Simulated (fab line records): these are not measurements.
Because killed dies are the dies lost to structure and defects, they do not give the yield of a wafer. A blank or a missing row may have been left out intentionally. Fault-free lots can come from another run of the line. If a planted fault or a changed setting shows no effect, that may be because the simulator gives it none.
fab line records :: flow n5Finfet :: part 2 of 2: steps 18 to 28 of 28
record
  lots=5
  wafers=15
  lastDay=19
route steps=1938 shown BEOL_M5@1154
lots with no fault: from the same line, run without faults
startH: hours from the record's opening day to when the first of the lot's shown wafers began :: waitH: hours since the lot's step before :: " repeats the value in the row above :: L1.1+2: several wafers, shown together as one row :: - either no value or no given start :: * or withheld: withheld :: < > ~ a bound
route shown NAME@n: names a module that has steps shown in the file, with the first one's number in the route :: usual: average and standard deviation across the fault-free wafers :: same: alike in all rows :: chamber/n: place in a boat :: sites: each site's reading :: _std_site: their standard deviation :: _edge_site: mean of outer sites minus mean of inner sites :: radiusMm: how far each site lies from the wafer's centre :: mask NAME#n: copy n :: behind: the last tool/chamber to shape the wafer :: hold: why the lot went on hold/how many hours it stayed there/how the hold came to an end :: device: whichever transistor did not switch (one of n, p or np) :: end of line: at the end of the route, the tests of the same wafers :: for a step that has no rows: nothing shown but its recipe :: killed: not the wafer's yield, but the dies lost to structure and defects at the first sort :: map: a wafer's dies, x killed, . not, _ none there
set.NAME: the setting that was run; set.NAME@STEP: the one run at that earlier step :: model.NAME: the simulator's own value behind a step, which no gauge read
lots at some steps of the route; a table a step, a row a wafer
services: the hour from which a tool's chamber was out of use, counted from the record's first day as startH (under 0 if before that day), plus the number of hours and why
## steps
# step N5_BEOL_M5_PRE_CLEAN_45
# recipe
  gas=H2/He
  timeS=30
  tempC=250
# usual
  heaterPowerW=334/35
lot.wafer: L075.1
tool: pvdSputter-02
chamber: -
startH: 192.16
waitH: 0.0
heaterPowerW: 329

lot.wafer: L075.3
tool: pvdSputter-02
chamber: -
startH: 192.16
waitH: 0.0
heaterPowerW: 300

lot.wafer: L075.5
tool: pvdSputter-02
chamber: -
startH: 192.16
waitH: 0.0
heaterPowerW: 306

lot.wafer: L083.1
tool: pvdSputter-02
chamber: -
startH: 239.50
waitH: 0.0
heaterPowerW: 383

lot.wafer: L083.3
tool: pvdSputter-02
chamber: -
startH: 239.50
waitH: 0.0
heaterPowerW: 304

lot.wafer: L083.5
tool: pvdSputter-02
chamber: -
startH: 239.50
waitH: 0.0
heaterPowerW: 303

lot.wafer: L084.1
tool: pvdSputter-03
chamber: -
startH: 258.83
waitH: 0.0
heaterPowerW: 324

lot.wafer: L084.3
tool: pvdSputter-03
chamber: -
startH: 258.83
waitH: 0.0
heaterPowerW: 299

lot.wafer: L084.4
tool: pvdSputter-03
chamber: -
startH: 258.83
waitH: 0.0
heaterPowerW: 293

lot.wafer: L088.1
tool: pvdSputter-01
chamber: -
startH: 264.72
waitH: 0.0
heaterPowerW: 379

lot.wafer: L088.5
tool: pvdSputter-01
chamber: -
startH: 264.72
waitH: 0.0
heaterPowerW: 324

lot.wafer: L088.6
tool: pvdSputter-01
chamber: -
startH: 264.72
waitH: 0.0
heaterPowerW: 318

lot.wafer: L097.1
tool: pvdSputter-01
chamber: -
startH: 354.37
waitH: 0.0
heaterPowerW: 385

lot.wafer: L097.2
tool: pvdSputter-01
chamber: -
startH: 354.37
waitH: 0.0
heaterPowerW: 328

lot.wafer: L097.6
tool: pvdSputter-01
chamber: -
startH: 354.37
waitH: 0.0
heaterPowerW: 382
# step N5_BEOL_M5_ALD_86
# recipe
  material=TaN
  targetThkA=*
  tempC=275
  aldPrecursorFamily=PDMAT
  aldCoReactant=NH3
  pressureTorr=3
  carrierFlowSccm=1500
  pulseTimeS=2
  purgeTimeS=3
  coReactantPurgeTimeS=2
  coReactantPulseTimeS=3
  aldCycles=30
  precursorVesselTempC=75
  precursorVesselPressureTorr=26.25
  precursorVesselCarrierSccm=1000
# usual
  heaterPowerW=416/49
  mfcCarrierSccm=1500/4.9
lot.wafer: L075.1
tool: aldMetal-04
chamber: 1
startH: 192.28
waitH: 0.1
heaterPowerW: 438
mfcCarrierSccm: 1498

lot.wafer: L075.3
tool: aldMetal-04
chamber: 0
startH: 192.28
waitH: 0.1
heaterPowerW: 485
mfcCarrierSccm: 1498

lot.wafer: L075.5
tool: aldMetal-04
chamber: 0
startH: 192.28
waitH: 0.1
heaterPowerW: 486
mfcCarrierSccm: 1494

lot.wafer: L083.1
tool: aldMetal-02
chamber: 2
startH: 239.79
waitH: 0.3
heaterPowerW: 379
mfcCarrierSccm: 1500

lot.wafer: L083.3
tool: aldMetal-02
chamber: 0
startH: 239.79
waitH: 0.3
heaterPowerW: 398
mfcCarrierSccm: 1497

lot.wafer: L083.5
tool: aldMetal-02
chamber: 3
startH: 239.79
waitH: 0.3
heaterPowerW: 406
mfcCarrierSccm: 1499

lot.wafer: L084.1
tool: aldMetal-01
chamber: 0
startH: 258.96
waitH: 0.1
heaterPowerW: 356
mfcCarrierSccm: 1499

lot.wafer: L084.3
tool: aldMetal-01
chamber: 2
startH: 258.96
waitH: 0.1
heaterPowerW: 431
mfcCarrierSccm: 1505

lot.wafer: L084.4
tool: aldMetal-01
chamber: 1
startH: 258.96
waitH: 0.1
heaterPowerW: 363
mfcCarrierSccm: 1496

lot.wafer: L088.1
tool: aldMetal-01
chamber: 1
startH: 264.84
waitH: 0.1
heaterPowerW: 367
mfcCarrierSccm: 1498

lot.wafer: L088.5
tool: aldMetal-01
chamber: 1
startH: 264.84
waitH: 0.1
heaterPowerW: 362
mfcCarrierSccm: 1499

lot.wafer: L088.6
tool: aldMetal-01
chamber: 2
startH: 264.84
waitH: 0.1
heaterPowerW: 441
mfcCarrierSccm: 1500

lot.wafer: L097.1
tool: aldMetal-04
chamber: 2
startH: 354.44
waitH: 0.1
heaterPowerW: 529
mfcCarrierSccm: 1492

lot.wafer: L097.2
tool: aldMetal-04
chamber: 0
startH: 354.44
waitH: 0.1
heaterPowerW: 484
mfcCarrierSccm: 1499

lot.wafer: L097.6
tool: aldMetal-04
chamber: 3
startH: 354.44
waitH: 0.1
heaterPowerW: 419
mfcCarrierSccm: 1502
# step N5_BEOL_M5_SURFACE_TREAT_87
# recipe
  gas=Ar
  timeS=*
  ionEnergyEv=*
  ionCurrentMaCm2=0.5
  pressureMtorr=*
  arFlowSccm=30
# usual
  throttleValvePct=*
lot.wafer: L075.1
tool: pvdSputter-02
chamber: -
startH: 194.38
waitH: 2.0
throttleValvePct: *

lot.wafer: L075.3
tool: pvdSputter-02
chamber: -
startH: 194.38
waitH: 2.0
throttleValvePct: *

lot.wafer: L075.5
tool: pvdSputter-02
chamber: -
startH: 194.38
waitH: 2.0
throttleValvePct: *

lot.wafer: L083.1
tool: pvdSputter-03
chamber: -
startH: 240.03
waitH: 0.1
throttleValvePct: *

lot.wafer: L083.3
tool: pvdSputter-03
chamber: -
startH: 240.03
waitH: 0.1
throttleValvePct: *

lot.wafer: L083.5
tool: pvdSputter-03
chamber: -
startH: 240.03
waitH: 0.1
throttleValvePct: *

lot.wafer: L084.1
tool: pvdSputter-02
chamber: -
startH: 259.31
waitH: 0.2
throttleValvePct: *

lot.wafer: L084.3
tool: pvdSputter-02
chamber: -
startH: 259.31
waitH: 0.2
throttleValvePct: *

lot.wafer: L084.4
tool: pvdSputter-02
chamber: -
startH: 259.31
waitH: 0.2
throttleValvePct: *

lot.wafer: L088.1
tool: pvdSputter-02
chamber: -
startH: 265.17
waitH: 0.2
throttleValvePct: *

lot.wafer: L088.5
tool: pvdSputter-02
chamber: -
startH: 265.17
waitH: 0.2
throttleValvePct: *

lot.wafer: L088.6
tool: pvdSputter-02
chamber: -
startH: 265.17
waitH: 0.2
throttleValvePct: *

lot.wafer: L097.1
tool: pvdSputter-01
chamber: -
startH: 354.67
waitH: 0.1
throttleValvePct: *

lot.wafer: L097.2
tool: pvdSputter-01
chamber: -
startH: 354.67
waitH: 0.1
throttleValvePct: *

lot.wafer: L097.6
tool: pvdSputter-01
chamber: -
startH: 354.67
waitH: 0.1
throttleValvePct: *
# step N5_BEOL_M5_CVD_47
# recipe
  material=Co
  targetThkA=30
  tempC=withheld
  precursor=CCTBA/H2
  pressureTorr=30
  timeS=216
lot.wafer: L075.1+3+5
tool: cvdCo-01
chamber: 1,2,2
startH: 194.44
waitH: 0.0

lot.wafer: L083.1+3+5
tool: cvdCo-01
chamber: 1,2,2
startH: 240.09
waitH: 0.0

lot.wafer: L084.1+3+4
tool: cvdCo-02
chamber: 0,2,2
startH: 259.37
waitH: 0.0

lot.wafer: L088.1+5+6
tool: cvdCo-01
chamber: 1,2,0
startH: 265.24
waitH: 0.0

lot.wafer: L097.1+2+6
tool: cvdCo-02
chamber: 0,1,0
startH: 354.73
waitH: 0.0
# step N5_BEOL_M5_SPUTTER_48
# recipe
  material=Cu
  targetThkA=150
  tempC=-20
  chamberPressurePa=0.07
  powerW=withheld
  timeS=27.62
# usual
  throttleValvePct=29.6/1.2
lot.wafer: L075.1
tool: pvdSputter-02
chamber: -
startH: 194.60
waitH: 0.1
throttleValvePct: 29.2

lot.wafer: L075.3
tool: pvdSputter-02
chamber: -
startH: 194.60
waitH: 0.1
throttleValvePct: 29.6

lot.wafer: L075.5
tool: pvdSputter-02
chamber: -
startH: 194.60
waitH: 0.1
throttleValvePct: 29.4

lot.wafer: L083.1
tool: pvdSputter-02
chamber: -
startH: 240.32
waitH: 0.2
throttleValvePct: 31.5

lot.wafer: L083.3
tool: pvdSputter-02
chamber: -
startH: 240.32
waitH: 0.2
throttleValvePct: 29.4

lot.wafer: L083.5
tool: pvdSputter-02
chamber: -
startH: 240.32
waitH: 0.2
throttleValvePct: 29.5

lot.wafer: L084.1
tool: pvdSputter-03
chamber: -
startH: 259.63
waitH: 0.2
throttleValvePct: 30.3

lot.wafer: L084.3
tool: pvdSputter-03
chamber: -
startH: 259.63
waitH: 0.2
throttleValvePct: 29.0

lot.wafer: L084.4
tool: pvdSputter-03
chamber: -
startH: 259.63
waitH: 0.2
throttleValvePct: 28.6

lot.wafer: L088.1
tool: pvdSputter-03
chamber: -
startH: 265.58
waitH: 0.3
throttleValvePct: 29.1

lot.wafer: L088.5
tool: pvdSputter-03
chamber: -
startH: 265.58
waitH: 0.3
throttleValvePct: 30.3

lot.wafer: L088.6
tool: pvdSputter-03
chamber: -
startH: 265.58
waitH: 0.3
throttleValvePct: 29.1

lot.wafer: L097.1
tool: pvdSputter-03
chamber: -
startH: 354.90
waitH: 0.1
throttleValvePct: 31.1

lot.wafer: L097.2
tool: pvdSputter-03
chamber: -
startH: 354.90
waitH: 0.1
throttleValvePct: 29.8

lot.wafer: L097.6
tool: pvdSputter-03
chamber: -
startH: 354.90
waitH: 0.1
throttleValvePct: 28.8
# step N5_BEOL_M5_ANNEAL_49
# recipe
  tempC=400
  timeS=1800
  ambient=vacuum
# usual
  heaterPowerW=823/84
lot.wafer: L075.1
tool: pvdSputter-02
chamber: -
startH: 194.68
waitH: 0.0
heaterPowerW: 721

lot.wafer: L075.3
tool: pvdSputter-02
chamber: -
startH: 194.68
waitH: 0.0
heaterPowerW: 971

lot.wafer: L075.5
tool: pvdSputter-02
chamber: -
startH: 194.68
waitH: 0.0
heaterPowerW: 729

lot.wafer: L083.1
tool: pvdSputter-02
chamber: -
startH: 240.40
waitH: 0.0
heaterPowerW: 751

lot.wafer: L083.3
tool: pvdSputter-02
chamber: -
startH: 240.40
waitH: 0.0
heaterPowerW: 732

lot.wafer: L083.5
tool: pvdSputter-02
chamber: -
startH: 240.40
waitH: 0.0
heaterPowerW: 817

lot.wafer: L084.1
tool: pvdSputter-03
chamber: -
startH: 259.71
waitH: 0.0
heaterPowerW: 729

lot.wafer: L084.3
tool: pvdSputter-03
chamber: -
startH: 259.71
waitH: 0.0
heaterPowerW: 742

lot.wafer: L084.4
tool: pvdSputter-03
chamber: -
startH: 259.71
waitH: 0.0
heaterPowerW: 801

lot.wafer: L088.1
tool: pvdSputter-03
chamber: -
startH: 265.66
waitH: 0.0
heaterPowerW: 752

lot.wafer: L088.5
tool: pvdSputter-03
chamber: -
startH: 265.66
waitH: 0.0
heaterPowerW: 715

lot.wafer: L088.6
tool: pvdSputter-03
chamber: -
startH: 265.66
waitH: 0.0
heaterPowerW: 742

lot.wafer: L097.1
tool: pvdSputter-03
chamber: -
startH: 354.98
waitH: 0.0
heaterPowerW: 817

lot.wafer: L097.2
tool: pvdSputter-03
chamber: -
startH: 354.98
waitH: 0.0
heaterPowerW: 735

lot.wafer: L097.6
tool: pvdSputter-03
chamber: -
startH: 354.98
waitH: 0.0
heaterPowerW: 751
# step N5_BEOL_M5_SPUTTER_81
# recipe
  material=Cu
  targetThkA=150
  tempC=-20
  chamberPressurePa=0.07
  powerW=withheld
  timeS=27.62
# usual
  throttleValvePct=29.6/1.2
lot.wafer: L075.1
tool: pvdSputter-02
chamber: -
startH: 201.84
waitH: 6.7
throttleValvePct: 29.3

lot.wafer: L075.3
tool: pvdSputter-02
chamber: -
startH: 201.84
waitH: 6.7
throttleValvePct: 29.6

lot.wafer: L075.5
tool: pvdSputter-02
chamber: -
startH: 201.84
waitH: 6.7
throttleValvePct: 29.3

lot.wafer: L083.1
tool: pvdSputter-02
chamber: -
startH: 241.41
waitH: 0.5
throttleValvePct: 31.3

lot.wafer: L083.3
tool: pvdSputter-02
chamber: -
startH: 241.41
waitH: 0.5
throttleValvePct: 29.2

lot.wafer: L083.5
tool: pvdSputter-02
chamber: -
startH: 241.41
waitH: 0.5
throttleValvePct: 29.6

lot.wafer: L084.1
tool: pvdSputter-03
chamber: -
startH: 260.72
waitH: 0.5
throttleValvePct: 30.3

lot.wafer: L084.3
tool: pvdSputter-03
chamber: -
startH: 260.72
waitH: 0.5
throttleValvePct: 29.1

lot.wafer: L084.4
tool: pvdSputter-03
chamber: -
startH: 260.72
waitH: 0.5
throttleValvePct: 28.4

lot.wafer: L088.1
tool: pvdSputter-03
chamber: -
startH: 266.67
waitH: 0.5
throttleValvePct: 29.1

lot.wafer: L088.5
tool: pvdSputter-03
chamber: -
startH: 266.67
waitH: 0.5
throttleValvePct: 30.1

lot.wafer: L088.6
tool: pvdSputter-03
chamber: -
startH: 266.67
waitH: 0.5
throttleValvePct: 29.2

lot.wafer: L097.1
tool: pvdSputter-03
chamber: -
startH: 355.98
waitH: 0.5
throttleValvePct: 31.1

lot.wafer: L097.2
tool: pvdSputter-03
chamber: -
startH: 355.98
waitH: 0.5
throttleValvePct: 30.4

lot.wafer: L097.6
tool: pvdSputter-03
chamber: -
startH: 355.98
waitH: 0.5
throttleValvePct: 28.8
# step N5_BEOL_M5_ANNEAL_82
# recipe
  tempC=400
  timeS=1800
  ambient=vacuum
# usual
  heaterPowerW=824/86
lot.wafer: L075.1
tool: pvdSputter-02
chamber: -
startH: 201.92
waitH: 0.0
heaterPowerW: 731

lot.wafer: L075.3
tool: pvdSputter-02
chamber: -
startH: 201.92
waitH: 0.0
heaterPowerW: 987

lot.wafer: L075.5
tool: pvdSputter-02
chamber: -
startH: 201.92
waitH: 0.0
heaterPowerW: 710

lot.wafer: L083.1
tool: pvdSputter-02
chamber: -
startH: 241.49
waitH: 0.0
heaterPowerW: 781

lot.wafer: L083.3
tool: pvdSputter-02
chamber: -
startH: 241.49
waitH: 0.0
heaterPowerW: 727

lot.wafer: L083.5
tool: pvdSputter-02
chamber: -
startH: 241.49
waitH: 0.0
heaterPowerW: 812

lot.wafer: L084.1
tool: pvdSputter-03
chamber: -
startH: 260.80
waitH: 0.0
heaterPowerW: 721

lot.wafer: L084.3
tool: pvdSputter-03
chamber: -
startH: 260.80
waitH: 0.0
heaterPowerW: 750

lot.wafer: L084.4
tool: pvdSputter-03
chamber: -
startH: 260.80
waitH: 0.0
heaterPowerW: 799

lot.wafer: L088.1
tool: pvdSputter-03
chamber: -
startH: 266.75
waitH: 0.0
heaterPowerW: 724

lot.wafer: L088.5
tool: pvdSputter-03
chamber: -
startH: 266.75
waitH: 0.0
heaterPowerW: 711

lot.wafer: L088.6
tool: pvdSputter-03
chamber: -
startH: 266.75
waitH: 0.0
heaterPowerW: 757

lot.wafer: L097.1
tool: pvdSputter-03
chamber: -
startH: 356.06
waitH: 0.0
heaterPowerW: 799

lot.wafer: L097.2
tool: pvdSputter-03
chamber: -
startH: 356.06
waitH: 0.0
heaterPowerW: 722

lot.wafer: L097.6
tool: pvdSputter-03
chamber: -
startH: 356.06
waitH: 0.0
heaterPowerW: 728
# step N5_BEOL_M5_SPUTTER_83
# recipe
  material=Cu
  targetThkA=150
  tempC=-20
  chamberPressurePa=0.07
  powerW=withheld
  timeS=27.62
# usual
  throttleValvePct=29.6/1.2
lot.wafer: L075.1
tool: pvdSputter-02
chamber: -
startH: 202.93
waitH: 0.5
throttleValvePct: 29.3

lot.wafer: L075.3
tool: pvdSputter-02
chamber: -
startH: 202.93
waitH: 0.5
throttleValvePct: 29.4

lot.wafer: L075.5
tool: pvdSputter-02
chamber: -
startH: 202.93
waitH: 0.5
throttleValvePct: 29.5

lot.wafer: L083.1
tool: pvdSputter-02
chamber: -
startH: 242.49
waitH: 0.5
throttleValvePct: 31.5

lot.wafer: L083.3
tool: pvdSputter-02
chamber: -
startH: 242.49
waitH: 0.5
throttleValvePct: 29.0

lot.wafer: L083.5
tool: pvdSputter-02
chamber: -
startH: 242.49
waitH: 0.5
throttleValvePct: 29.8

lot.wafer: L084.1
tool: pvdSputter-03
chamber: -
startH: 261.81
waitH: 0.5
throttleValvePct: 30.1

lot.wafer: L084.3
tool: pvdSputter-03
chamber: -
startH: 261.81
waitH: 0.5
throttleValvePct: 29.3

lot.wafer: L084.4
tool: pvdSputter-03
chamber: -
startH: 261.81
waitH: 0.5
throttleValvePct: 28.5

lot.wafer: L088.1
tool: pvdSputter-03
chamber: -
startH: 267.75
waitH: 0.5
throttleValvePct: 29.0

lot.wafer: L088.5
tool: pvdSputter-03
chamber: -
startH: 267.75
waitH: 0.5
throttleValvePct: 30.1

lot.wafer: L088.6
tool: pvdSputter-03
chamber: -
startH: 267.75
waitH: 0.5
throttleValvePct: 28.9

lot.wafer: L097.1
tool: pvdSputter-03
chamber: -
startH: 357.07
waitH: 0.5
throttleValvePct: 31.0

lot.wafer: L097.2
tool: pvdSputter-03
chamber: -
startH: 357.07
waitH: 0.5
throttleValvePct: 30.3

lot.wafer: L097.6
tool: pvdSputter-03
chamber: -
startH: 357.07
waitH: 0.5
throttleValvePct: 29.1
# step N5_BEOL_M5_ANNEAL_84
# recipe
  tempC=400
  timeS=1800
  ambient=vacuum
# usual
  heaterPowerW=823/86
lot.wafer: L075.1
tool: pvdSputter-02
chamber: -
startH: 203.01
waitH: 0.0
heaterPowerW: 718

lot.wafer: L075.3
tool: pvdSputter-02
chamber: -
startH: 203.01
waitH: 0.0
heaterPowerW: 994

lot.wafer: L075.5
tool: pvdSputter-02
chamber: -
startH: 203.01
waitH: 0.0
heaterPowerW: 724

lot.wafer: L083.1
tool: pvdSputter-02
chamber: -
startH: 242.57
waitH: 0.0
heaterPowerW: 756

lot.wafer: L083.3
tool: pvdSputter-02
chamber: -
startH: 242.57
waitH: 0.0
heaterPowerW: 711

lot.wafer: L083.5
tool: pvdSputter-02
chamber: -
startH: 242.57
waitH: 0.0
heaterPowerW: 806

lot.wafer: L084.1
tool: pvdSputter-03
chamber: -
startH: 261.89
waitH: 0.0
heaterPowerW: 746

lot.wafer: L084.3
tool: pvdSputter-03
chamber: -
startH: 261.89
waitH: 0.0
heaterPowerW: 712

lot.wafer: L084.4
tool: pvdSputter-03
chamber: -
startH: 261.89
waitH: 0.0
heaterPowerW: 800

lot.wafer: L088.1
tool: pvdSputter-03
chamber: -
startH: 267.83
waitH: 0.0
heaterPowerW: 710

lot.wafer: L088.5
tool: pvdSputter-03
chamber: -
startH: 267.83
waitH: 0.0
heaterPowerW: 720

lot.wafer: L088.6
tool: pvdSputter-03
chamber: -
startH: 267.83
waitH: 0.0
heaterPowerW: 711

lot.wafer: L097.1
tool: pvdSputter-03
chamber: -
startH: 357.15
waitH: 0.0
heaterPowerW: 805

lot.wafer: L097.2
tool: pvdSputter-03
chamber: -
startH: 357.15
waitH: 0.0
heaterPowerW: 703

lot.wafer: L097.6
tool: pvdSputter-03
chamber: -
startH: 357.15
waitH: 0.0
heaterPowerW: 746
# step N5_BEOL_M5_SPUTTER_88
# recipe
  material=Cu
  targetThkA=150
  tempC=-20
  chamberPressurePa=0.07
  powerW=withheld
  timeS=27.62
# usual
  throttleValvePct=29.6/1.2
lot.wafer: L075.1
tool: pvdSputter-02
chamber: -
startH: 204.02
waitH: 0.5
throttleValvePct: 29.5

lot.wafer: L075.3
tool: pvdSputter-02
chamber: -
startH: 204.02
waitH: 0.5
throttleValvePct: 29.6

lot.wafer: L075.5
tool: pvdSputter-02
chamber: -
startH: 204.02
waitH: 0.5
throttleValvePct: 29.3

lot.wafer: L083.1
tool: pvdSputter-02
chamber: -
startH: 243.58
waitH: 0.5
throttleValvePct: 31.5

lot.wafer: L083.3
tool: pvdSputter-02
chamber: -
startH: 243.58
waitH: 0.5
throttleValvePct: 29.1

lot.wafer: L083.5
tool: pvdSputter-02
chamber: -
startH: 243.58
waitH: 0.5
throttleValvePct: 29.6

lot.wafer: L084.1
tool: pvdSputter-03
chamber: -
startH: 262.89
waitH: 0.5
throttleValvePct: 30.1

lot.wafer: L084.3
tool: pvdSputter-03
chamber: -
startH: 262.89
waitH: 0.5
throttleValvePct: 29.0

lot.wafer: L084.4
tool: pvdSputter-03
chamber: -
startH: 262.89
waitH: 0.5
throttleValvePct: 28.4

lot.wafer: L088.1
tool: pvdSputter-03
chamber: -
startH: 268.84
waitH: 0.5
throttleValvePct: 28.8

lot.wafer: L088.5
tool: pvdSputter-03
chamber: -
startH: 268.84
waitH: 0.5
throttleValvePct: 29.8

lot.wafer: L088.6
tool: pvdSputter-03
chamber: -
startH: 268.84
waitH: 0.5
throttleValvePct: 28.9

lot.wafer: L097.1
tool: pvdSputter-03
chamber: -
startH: 358.16
waitH: 0.5
throttleValvePct: 31.2

lot.wafer: L097.2
tool: pvdSputter-03
chamber: -
startH: 358.16
waitH: 0.5
throttleValvePct: 30.1

lot.wafer: L097.6
tool: pvdSputter-03
chamber: -
startH: 358.16
waitH: 0.5
throttleValvePct: 28.7
## services
tool: cvdCo-01
chamber: -
startH: 167.86
hours: 6.9
kind: pm

tool: rieDiel-04
chamber: -
startH: 174.46
hours: 15.6
kind: pm

tool: uvCure-02
chamber: -
startH: 178.61
hours: 42.8
kind: repair

tool: rieDiel-05
chamber: 2
startH: 179.59
hours: 5.7
kind: repair

tool: rieDiel-05
chamber: 1
startH: 184.83
hours: 6.6
kind: repair

tool: aldMetal-04
chamber: -
startH: 185.82
hours: 0.5
kind: repair

tool: rieDiel-05
chamber: -
startH: 187.41
hours: 14.6
kind: pm

tool: rieDiel-03
chamber: 0
startH: 196.77
hours: 6.4
kind: repair

tool: rieDiel-04
chamber: 3
startH: 200.90
hours: 12.8
kind: repair

tool: cvdCo-02
chamber: -
startH: 210.13
hours: 0.5
kind: repair

tool: rieDiel-04
chamber: 2
startH: 216.19
hours: 9.9
kind: repair

tool: uvCure-03
chamber: -
startH: 219.56
hours: 0.6
kind: repair

tool: uvCure-02
chamber: -
startH: 228.80
hours: 7.5
kind: pm

tool: aldMetal-01
chamber: -
startH: 234.61
hours: 8.7
kind: pm

tool: rieDiel-05
chamber: 3
startH: 251.62
hours: 3.5
kind: repair

tool: rieDiel-03
chamber: -
startH: 253.91
hours: 0.7
kind: repair

tool: uvCure-03
chamber: -
startH: 257.37
hours: 1.0
kind: pm

tool: uvCure-02
chamber: -
startH: 277.83
hours: 1.0
kind: pm

tool: cvdCo-01
chamber: 1
startH: 294.59
hours: 7.7
kind: repair

tool: aldMetal-01
chamber: 3
startH: 300.94
hours: 12.0
kind: repair

tool: rieDiel-04
chamber: 3
startH: 309.13
hours: 11.7
kind: repair

tool: rieDiel-04
chamber: 1
startH: 326.22
hours: 4.5
kind: repair

tool: wetBench-05
chamber: -
startH: 330.65
hours: 0.5
kind: repair

tool: cvdCo-01
chamber: -
startH: 347.99
hours: 6.0
kind: pm
